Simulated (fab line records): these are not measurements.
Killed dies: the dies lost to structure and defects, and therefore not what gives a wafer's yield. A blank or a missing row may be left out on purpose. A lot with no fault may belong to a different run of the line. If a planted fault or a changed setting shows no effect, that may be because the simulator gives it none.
Struck lot and sound lot, side by side -- flow nand harc -- 13 steps out of a route of 1159
Sound: wafers L311.1, L311.2, L311.6. Struck: wafer L319.4. (L319.3 of the same lot was not struck and is left out.) The cause comes at the end.
Order at every step that has rows: each side's tool, ch and its chambers, its first start. Under that, the readings that differ: sound wafers -- struck wafers -- difference of the means -- sigmas: that difference in standard deviations of wafers without a fault.
alike: same words and numbers on both sides, and readings whose means sit less than 2 such deviations apart. not compared: any withheld reading, any reading some wafer has no value for, any bound like >300 that may hide the same value, and any number with overlapping values for which the record gives no deviation.
A row with sigmas, a row that says differs or no value, or rows on one side alone: a step with any of these is where the two part. Numbers that don't overlap but have no deviation are shown without sigmas and don't part them. A reading that every wafer of one side lacks parts them only if that side has two wafers or more.

first, 1 step without rows for these wafers: NHARC_A_SLIT_SRD_20.
NHARC_A_SLIT_CD_MEAS_21:
  sound on cd sem-03 at day 15 05:01; struck on cd sem-03 at day 17 12:41
  alike: cd nm
then, 3 steps without rows for these wafers: NHARC_A_SIN_REMOVE_WET_00 (chemistry H3PO4, time 15300 s); NHARC_A_SIN_REMOVE_PRECLEAN_01 (cleans in SC1); NHARC_A_SIN_REMOVE_SRD_02.
NHARC_A_SIN_REMOVE_INSPECT_04:
  sound on defect inspect-01 at day 15 12:02; struck on defect inspect-02 at day 17 20:28
  alike: raw defect count
NHARC_A_WL_FILL_ALD_00: deposits Al2O3, target thk 3 nm, pulse time 3 s, ald cycles 30.
  sound on ald hk-03 ch 1,2, day 15 12:06; struck on ald hk-03 ch 0, day 17 20:32
  alike: heater power w, precursor pulse height rel, susceptor temp C
NHARC_A_WL_FILL_RTA_01: time 5 s.
  sound on rtp anneal-02 ch 0, day 15 12:22; struck on rtp anneal-01 ch 0, day 17 21:02
reading,sound,struck,difference,sigmas
lamp power pct (%),35.7 35.8 35.8,33.3,-2.5,-2
lamp_zone_6_pct (%),35.8 35.7 35.7,33.3,-2.4,-2
  alike: wafer_temp_C_max
NHARC_A_WL_FILL_ALD_02: deposits TiN, target thk 2 nm, pulse time 3 s, ald cycles 100.
  sound on ald metal-02 ch 1,3, day 15 12:37; struck on ald metal-02 ch 1, day 17 21:15
  alike: heater power w, precursor pulse height rel, susceptor temp C
NHARC_A_WL_FILL_CVD_03: deposits W, target thk 40 nm, time 3302 s.
  sound on cvd w-01 ch 0,1, day 15 13:01; struck on cvd w-01 ch 0, day 18 01:53
  alike: heater power w, mfc ar sccm, susceptor temp C, throttle valve pct
NHARC_A_WL_FILL_ETCHBACK_04: etches the open film in NF3, target depth 60 nm, time 120 s.
  sound on rie metal-03 ch 0,1, day 15 16:19; struck on rie metal-01 ch 0, day 18 04:21
reading,sound,struck,difference,sigmas
drypump motor current A (A),5.90 5.70 5.91,5.30,-0.54,-2
run length s (s),140.85 140.73 141.17,63.47,-77.45,-99 or more
  alike: oes product au
  not compared: rf hours counter h
NHARC_A_WL_FILL_ETCHBACK_05: etches the open film in Cl2/BCl3, target depth 22 nm, time 60 s.
  sound on rie metal-03 ch 0,1, day 15 16:33; struck on rie metal-01 ch 0, day 18 04:32
reading,sound,struck,difference,sigmas
drypump motor current A (A),5.92 5.71 5.71,5.30,-0.48,-2
  alike: oes product au, run length s
  not compared: rf hours counter h
-- record jumps: 4 days between struck wafers' starts before vs after; left off in module A_WL_FILL, resumes in module END, first step shown is number 1159 of the route --
NHARC_END_SORT_01:
  only the struck wafers appear in the record here, on prober-01 ch 0 at day 22 08:29; the sound ones have no rows

WHERE THEY PART
Earliest at NHARC_A_WL_FILL_RTA_01; latest, in this record, at NHARC_END_SORT_01.

WHY: whatever the simulator had introduced
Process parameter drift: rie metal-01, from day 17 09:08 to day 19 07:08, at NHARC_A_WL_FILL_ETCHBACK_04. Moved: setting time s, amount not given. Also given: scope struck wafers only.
